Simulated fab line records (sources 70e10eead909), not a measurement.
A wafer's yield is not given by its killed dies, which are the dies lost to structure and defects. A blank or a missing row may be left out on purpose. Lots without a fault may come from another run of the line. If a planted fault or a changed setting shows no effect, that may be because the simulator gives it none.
Chamber matching | flow nand harc | NHARC_P_M1_DEP_33 on pecvd-03 has 3 sister chambers
The step deposits SiCN, target thk 30 nm. 6 wafers are shown with their chamber, then 11 later ones without.

WAFERS WITH THEIR CHAMBER
wafer  | chamber | heater power w (W)
L087.3 | 0       | 748
L088.2 | 2       | 501
L088.5 | 0       | 643
L092.3 | 2       | 508
L092.6 | 1       | 558
L093.1 | 1       | 507

WAFERS MISSING THEIR CHAMBER
wafer  | heater power w (W)
L093.4 | 506
L093.6 | 517
L094.1 | 718
L094.2 | 556
L094.4 | 727
L095.1 | 702
L095.3 | 558
L095.5 | 571
L097.1 | 709
L097.4 | 481
L097.5 | 513

WHICH CHAMBER EACH ONE RAN IN
wafer  | from the rows above          | in truth
L093.4 | can't be placed: 2 or 1      | 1
L093.6 | can't be placed: 2 or 1      | 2
L094.1 | 0                            | 0
L094.2 | can't be placed: 1 or 2      | 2
L094.4 | 0                            | 0
L095.1 | 0                            | 0
L095.3 | can't be placed: 1 or 2      | 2
L095.5 | can't be placed: 1 or 2 or 0 | 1
L097.1 | 0                            | 0
L097.4 | can't be placed: 2 or 1      | 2
L097.5 | can't be placed: 2 or 1      | 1
Correctly placed: 4 of 11. Can't be placed from these rows: 7 (the true chamber is among the candidates in 7). Wrongly placed: 0.
How it was worked out, from the rows above alone: a wafer's distance from a chamber is the root of the sum, over the readings, of the square of ((its reading less the chamber's mean) divided by the reading's scatter). If the next closest chamber is less than 2 further off than the closest, the wafer can't be placed; otherwise it belongs to the closest. The mean given for a chamber averages the wafers shown for that chamber. How the scatter is found: for the shown wafers, subtract from each reading the mean of its chamber, square and add these, divide the total by (wafers less chambers), then take the root.
